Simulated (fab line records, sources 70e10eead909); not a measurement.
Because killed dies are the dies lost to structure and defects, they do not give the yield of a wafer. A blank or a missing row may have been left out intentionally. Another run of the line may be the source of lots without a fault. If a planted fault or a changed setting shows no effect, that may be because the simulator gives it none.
fab line records | flow nandHarc | part 2 of 2: steps 21 to 30 of 30
[record] lots = 5 | wafers = 15 | lastDay = 30
route steps=1302 shown P_M0@284 P_M1@285
lots with no fault: from the same line, run without faults
startH: start of the lot's first displayed wafer, in hours after the record's first day | waitH: time in hours since the lot's previous step | " same as the row above | L1.1+2: one row covering several wafers at once | - value missing, or start not given | * or withheld: withheld | < > ~ a bound
route shown NAME@n: names a module that has steps shown in the file, with the first one's number in the route | usual: mean and standard deviation over wafers with no fault | same: alike in all rows | chamber/n: place in a boat | sites: the reading at each site | _std_site: their standard deviation | _edge_site: inner sites' mean taken away from outer sites' mean | radiusMm: for every site, how far away it sits from the centre of the wafer | mask NAME#n: copy n | behind: the tool/chamber that last shaped the wafer | hold: the reason the lot was held/the length of the hold in hours/how it ended | device: the n, p or np transistor that did not switch | end of line: tests of these same wafers at the route's end | a step given without rows: its recipe and nothing more | killed: dies lost to structure and defects at the first sort, not the wafer's yield | map: per-die view of a wafer (x killed, . not killed, _ where there is no die)
set.NAME: the setting as run; set.NAME@STEP: as run at that earlier step | model.NAME: the simulator's own value behind a step, which no gauge read
lots at selected steps of the route; one table per step, one row per wafer
services: the hour from which a tool's chamber was out of use, counted from the record's first day as startH (under 0 if before that day), plus the number of hours and why
[[steps]]
[step NHARC_P_M1_STRIP_19]
[recipe] timeS = 600 | tempC = 30 | chemistry = postEtchResidueRemover
[usual] bathHeatDutyPct = 13.1/1.8
lot.wafer | tool        | chamber | startH | waitH | bathHeatDutyPct
L076.1    | wetBench-08 | 2       | 142.45 | -     | 14.6
L076.5    | "           | 5       | "      | "     | 11.8
L076.4    | "           | 6       | "      | "     | 12.9
L080.4    | wetBench-08 | 7       | 185.55 | -     | 10.6
L080.5    | "           | 1       | "      | "     | 14.4
L080.6    | "           | 3       | "      | "     | 10.9
L087.4    | wetBench-08 | 3       | 254.60 | -     | 10.4
L087.6    | "           | 6       | "      | "     | 13.7
L087.5    | "           | 7       | "      | "     | 10.9
L089.4    | wetBench-08 | 1       | 272.98 | -     | 15.8
L089.3    | "           | 3       | "      | "     | 9.6
L089.6    | "           | 4       | "      | "     | 12.3
L088.5    | wetBench-10 | 0       | 278.66 | -     | 12.2
L088.6    | "           | 2       | "      | "     | 13.3
L088.4    | "           | 4       | "      | "     | 11.9
[step NHARC_P_M1_DEGAS_29]
[recipe] tempC = 250 | timeS = 60
[usual] heaterPowerW = 340/29 | susceptorTempC = 249.98/0.17
lot.wafer | tool          | chamber | startH | waitH | heaterPowerW | susceptorTempC
L076.4    | pvdSputter-01 | -       | 142.73 | -     | 313          | 249.94
L076.1    | "             | -       | "      | "     | 318          | 250.11
L076.5    | "             | -       | "      | "     | 350          | 249.79
L080.4    | pvdSputter-02 | -       | 185.82 | -     | 359          | 249.99
L080.5    | "             | -       | "      | "     | 303          | 249.99
L080.6    | "             | -       | "      | "     | 339          | 250.00
L087.4    | pvdSputter-01 | -       | 254.89 | -     | 303          | 249.92
L087.5    | "             | -       | "      | "     | 355          | 250.03
L087.6    | "             | -       | "      | "     | 321          | 250.20
L089.4    | pvdSputter-01 | -       | 273.25 | -     | 396          | 249.86
L089.3    | "             | -       | "      | "     | 316          | 249.71
L089.6    | "             | -       | "      | "     | 383          | 249.78
L088.4    | pvdSputter-01 | -       | 278.95 | -     | 352          | 249.87
L088.6    | "             | -       | "      | "     | 310          | 249.94
L088.5    | "             | -       | "      | "     | 313          | 250.00
[step NHARC_P_M1_PRE_CLEAN_30]
[recipe] timeS = 30 | tempC = 280 | gas = H2/He
[usual] heaterPowerW = 416/36 | susceptorTempC = 279.98/0.19
lot.wafer | tool          | chamber | startH | waitH | heaterPowerW | susceptorTempC
L076.1    | pvdSputter-01 | -       | -      | -     | 380          | 279.88
L076.4    | "             | -       | "      | "     | 431          | 280.33
L076.5    | "             | -       | "      | "     | 374          | 280.02
L080.4    | pvdSputter-02 | -       | -      | -     | 376          | 280.22
L080.6    | "             | -       | "      | "     | 447          | 280.09
L080.5    | "             | -       | "      | "     | 362          | 279.80
L087.4    | pvdSputter-01 | -       | -      | -     | 435          | 280.21
L087.6    | "             | -       | "      | "     | 443          | 279.77
L087.5    | "             | -       | "      | "     | 384          | 280.02
L089.3    | pvdSputter-01 | -       | -      | -     | 388          | 280.16
L089.4    | "             | -       | "      | "     | 381          | 280.30
L089.6    | "             | -       | "      | "     | 469          | 280.22
L088.4    | pvdSputter-01 | -       | -      | -     | 382          | 279.80
L088.5    | "             | -       | "      | "     | 384          | 280.05
L088.6    | "             | -       | "      | "     | 380          | 279.97
[step NHARC_P_M1_PVD_20]
[recipe] targetThkA = 50 | biasV = 168.6 | powerW = 15000 | chamberPressurePa = 0.12 | timeS = 8.06 | substrateTempC = 50 | material = TaN
[usual] cathodeDcPowerW = 15000/2.6 | throttleValvePct = 30.3/1.5
lot.wafer | tool          | chamber | startH | waitH | cathodeDcPowerW | throttleValvePct
L076.1    | pvdSputter-01 | -       | -      | -     | 15003           | 29.3
L076.4    | "             | -       | "      | "     | 15000           | 29.5
L076.5    | "             | -       | "      | "     | 15001           | 31.6
L080.4    | pvdSputter-02 | -       | -      | -     | 15001           | 30.0
L080.6    | "             | -       | "      | "     | 14997           | 30.2
L080.5    | "             | -       | "      | "     | 14997           | 30.4
L087.4    | pvdSputter-01 | -       | -      | -     | 14998           | 30.5
L087.6    | "             | -       | "      | "     | 15000           | 29.9
L087.5    | "             | -       | "      | "     | 15000           | 31.9
L089.3    | pvdSputter-01 | -       | -      | -     | 14999           | 30.5
L089.4    | "             | -       | "      | "     | 15005           | 30.2
L089.6    | "             | -       | "      | "     | 15000           | 30.0
L088.4    | pvdSputter-01 | -       | -      | -     | 15003           | 31.9
L088.6    | "             | -       | "      | "     | 15004           | 31.7
L088.5    | "             | -       | "      | "     | 15002           | 27.2
[step NHARC_P_M1_PVD_21]
[recipe] targetThkA = 300 | chamberPressurePa = 5 | powerW = 5000 | substrateTempC = 30 | timeS = 20.49 | material = Cu
[usual] cathodeDcPowerW = 5000.0/0.99 | throttleValvePct = 30.3/1.6
lot.wafer | tool          | chamber | startH | waitH | cathodeDcPowerW | throttleValvePct
L076.4    | pvdSputter-01 | -       | -      | -     | 5000.5          | 29.2
L076.1    | "             | -       | "      | "     | 5001.7          | 29.5
L076.5    | "             | -       | "      | "     | 5000.9          | 29.2
L080.4    | pvdSputter-02 | -       | -      | -     | 5001.9          | 30.3
L080.6    | "             | -       | "      | "     | 5000.4          | 30.2
L080.5    | "             | -       | "      | "     | 5000.3          | 30.4
L087.4    | pvdSputter-01 | -       | -      | -     | 4999.5          | 31.7
L087.5    | "             | -       | "      | "     | 4998.0          | 31.6
L087.6    | "             | -       | "      | "     | 4999.3          | 27.5
L089.3    | pvdSputter-01 | -       | -      | -     | 5000.5          | 27.2
L089.4    | "             | -       | "      | "     | 4998.4          | 30.2
L089.6    | "             | -       | "      | "     | 4998.8          | 27.2
L088.4    | pvdSputter-01 | -       | -      | -     | 4999.0          | 30.4
L088.6    | "             | -       | "      | "     | 4999.1          | 30.1
L088.5    | "             | -       | "      | "     | 5000.8          | 31.8
[step NHARC_P_M1_ECD_22]
[recipe] targetThkA = 4000 | bathTempC = 25 | material = Cu
[usual] bathHeatDutyPct = 6.4/0.56
lot.wafer | tool     | chamber | startH | waitH | bathHeatDutyPct
L076.1    | ecdCu-02 | 0       | 143.07 | -     | 6.0
L076.4    | "        | 1       | "      | "     | 6.3
L076.5    | "        | 0       | "      | "     | 6.6
L080.4    | ecdCu-02 | 1       | 186.27 | -     | 6.5
L080.6    | "        | 1       | "      | "     | 8.1
L080.5    | "        | 0       | "      | "     | 5.0
L087.4    | ecdCu-01 | 1       | 255.34 | -     | 6.4
L087.5    | "        | 1       | "      | "     | 6.9
L087.6    | "        | 0       | "      | "     | 6.9
L089.3    | ecdCu-02 | 1       | 273.71 | -     | 6.7
L089.4    | "        | 0       | "      | "     | 6.3
L089.6    | "        | 0       | "      | "     | 6.7
L088.4    | ecdCu-02 | 1       | 279.44 | -     | 7.4
L088.6    | "        | 0       | "      | "     | 6.6
L088.5    | "        | 1       | "      | "     | 6.8
[step NHARC_P_M1_ANNEAL_31]
[recipe] tempC = 225 | timeS = 90
[usual] annealTempC = 224.97/0.18 | wafer_temp_C_max = 225.62/0.24
lot.wafer | tool         | chamber | startH | waitH | annealTempC | wafer_temp_C_max
L076.1    | rtpAnneal-01 | 0       | 143.45 | -     | 224.62      | 225.59
L076.4    | "            | 0       | "      | "     | 224.73      | 225.47
L076.5    | "            | 0       | "      | "     | 224.99      | 225.69
L080.4    | rtpAnneal-02 | 0       | 186.70 | -     | 224.98      | 225.37
L080.5    | "            | 0       | "      | "     | 224.89      | 224.92
L080.6    | "            | 0       | "      | "     | 224.81      | 225.28
L087.4    | rtpAnneal-02 | 0       | 255.80 | -     | 225.09      | 225.37
L087.5    | "            | 0       | "      | "     | 225.13      | 225.26
L087.6    | "            | 0       | "      | "     | 225.04      | 225.30
L089.3    | rtpAnneal-01 | 0       | 274.09 | -     | 224.98      | 225.60
L089.4    | "            | 0       | "      | "     | 225.04      | 225.42
L089.6    | "            | 0       | "      | "     | 224.98      | 225.29
L088.4    | rtpAnneal-02 | 0       | 279.82 | 0.3   | 224.75      | 225.54
L088.5    | "            | 0       | "      | "     | 224.93      | 225.30
L088.6    | "            | 0       | "      | "     | 224.86      | 225.85
[step NHARC_P_M1_CMP_23]
[recipe] tOverpolishS = 20 | targetThkNm = 157.82
[usual] motorCurrentA = 12.0/1 | timeToEndpointS = 28.0/2.3
lot.wafer | tool   | chamber | startH | waitH | motorCurrentA | timeToEndpointS
L076.4    | cmp-01 | 2       | 143.79 | -     | 11.2          | 26.2
L076.1    | "      | 3       | "      | "     | 13.3          | 28.1
L076.5    | "      | 2       | "      | "     | 11.0          | 26.7
L080.4    | cmp-01 | 2       | 186.89 | -     | 11.0          | 28.0
L080.5    | "      | 2       | "      | "     | 10.7          | 29.6
L080.6    | "      | 3       | "      | "     | 12.9          | 27.9
L087.4    | cmp-01 | 3       | 256.01 | -     | 13.5          | 29.1
L087.6    | "      | 2       | "      | "     | 10.5          | 25.9
L087.5    | "      | 3       | "      | "     | 12.5          | 28.7
L089.3    | cmp-04 | 0       | 274.39 | -     | 11.0          | 33.6
L089.4    | "      | 1       | "      | "     | 12.3          | 31.0
L089.6    | "      | 2       | "      | "     | 12.1          | 31.9
L088.4    | cmp-04 | 3       | 280.04 | -     | 11.7          | 27.9
L088.6    | "      | 2       | "      | "     | 12.6          | 27.3
L088.5    | "      | 3       | "      | "     | 11.8          | 28.5
[step NHARC_P_M1_THK_MEAS_24]
[recipe] thkMeasGauge = xrf
[usual] thkNm = 157.5/1.3
lot.wafer | tool         | chamber | startH | waitH | thkNm
L076.1    | filmMetro-01 | -       | 144.11 | -     | 155.6
L076.4    | "            | -       | "      | "     | 156.9
L076.5    | "            | -       | "      | "     | 157.7
L080.4    | filmMetro-02 | -       | 187.21 | -     | 155.1
L080.5    | "            | -       | "      | "     | 156.5
L080.6    | "            | -       | "      | "     | 158.9
L087.4    | filmMetro-02 | -       | 256.30 | -     | 158.0
L087.5    | "            | -       | "      | "     | 158.0
L087.6    | "            | -       | "      | "     | 155.5
L089.3    | filmMetro-01 | -       | 274.65 | -     | 159.2
L089.4    | "            | -       | "      | "     | 158.5
L089.6    | "            | -       | "      | "     | 157.9
L088.4    | filmMetro-01 | -       | 280.33 | -     | 157.3
L088.5    | "            | -       | "      | "     | 156.5
L088.6    | "            | -       | "      | "     | 156.2
[step NHARC_P_M1_SRD_25]
lot.wafer  | tool        | chamber | startH | waitH
L076.5+4+1 | wetBench-10 | 2,3,6   | 144.15 | 0.0
L080.5+4+6 | wetBench-08 | 6,0,3   | 187.25 | 0.0
L087.4+6+5 | wetBench-08 | 4,5,7   | 256.34 | 0.0
L089.4+6+3 | wetBench-10 | 4,5,7   | 274.69 | 0.0
L088.6+5+4 | wetBench-10 | 4,0,1   | 280.37 | 0.0
[[services]]
tool          | chamber | startH | hours | kind
wetBench-08   | -       | 118.40 | 8.0   | pm
rieDiel-04    | 1       | 134.80 | 3.5   | repair
wetBench-10   | -       | 135.20 | 8.0   | pm
lithoTrack-01 | -       | 155.00 | 7.0   | pm
lithoTrack-06 | -       | 179.00 | 7.0   | pm
rieDiel-04    | -       | 180.56 | 9.0   | pm
rieDiel-01    | -       | 181.60 | 2.8   | repair
wetBench-10   | -       | 184.46 | 4.0   | repair
rieDiel-01    | 3       | 186.98 | 3.7   | repair
lithoTrack-04 | -       | 203.00 | 7.0   | pm
rieDiel-01    | -       | 203.82 | 9.0   | pm
wetBench-10   | -       | 205.60 | 1.3   | repair
pvdSputter-01 | -       | 211.88 | 1.0   | repair
rieDiel-02    | -       | 212.02 | 0.8   | repair
pvdSputter-01 | -       | 214.40 | 1.0   | repair
rieDiel-02    | -       | 216.70 | 9.0   | pm
rieDiel-04    | 2       | 221.92 | 6.3   | repair
pvdSputter-01 | -       | 226.00 | 10.0  | pm
pecvd-02      | -       | 227.29 | 13.0  | pm
rieDiel-01    | 3       | 235.24 | 23.5  | repair
ecdCu-02      | -       | 244.00 | 8.0   | pm
wetBench-08   | -       | 265.38 | 7.3   | repair
rieDiel-01    | 3       | 273.97 | 11.6  | repair
rieDiel-01    | 0       | 277.60 | 4.9   | repair
